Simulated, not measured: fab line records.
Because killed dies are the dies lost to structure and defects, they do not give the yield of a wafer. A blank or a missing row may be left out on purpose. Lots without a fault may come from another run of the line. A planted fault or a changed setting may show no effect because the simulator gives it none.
Matching of chambers -- flow n5-finfet -- N5_HKMG_FIN_ALD_79 on ald-metal-02 has 4 sister chambers
The step deposits TiN, target thk 1.5 nm, pulse time 1 s, purge time 3 s. 4 wafers are shown with their chamber, then 12 later ones without.

## WAFERS, EACH WITH ITS CHAMBER
wafer,chamber,heater-power-w (W)
L088.6,2,861
L090.2,1,1065
L090.3,3,938
L090.4,0,1051

## WAFERS WHOSE CHAMBER IS MISSING
wafer,heater-power-w (W)
L091.4,1059
L091.5,836
L091.6,944
L092.1,835
L092.2,1042
L092.5,1068
L096.3,929
L096.4,1049
L096.6,915
L097.3,1044
L097.4,853
L097.5,870

## WHICH CHAMBER EACH WENT THROUGH
wafer,from the rows above,in truth
L091.4,can't be placed: 1 or 0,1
L091.5,2,2
L091.6,3,3
L092.1,2,2
L092.2,can't be placed: 0 or 1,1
L092.5,can't be placed: 1 or 0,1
L096.3,3,3
L096.4,can't be placed: 0 or 1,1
L096.6,3,3
L097.3,can't be placed: 0 or 1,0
L097.4,2,2
L097.5,2,2
Correctly placed: 7 of 12. These rows do not allow placing 5 (true chamber among the candidates in 5). Wrongly placed: 0.
How it was worked out, from the rows above alone: a wafer's distance from a chamber is the root of the sum, over the readings, of the square of ((its reading less the chamber's mean) divided by the reading's scatter). The wafer belongs to the nearest chamber; if the next one is less than 2 further off, it can't be placed. Each chamber's mean is taken over the wafers shown for it. The scatter: root of mean squared gap, hidden wafer to nearest shown wafer, with one shown wafer a chamber.
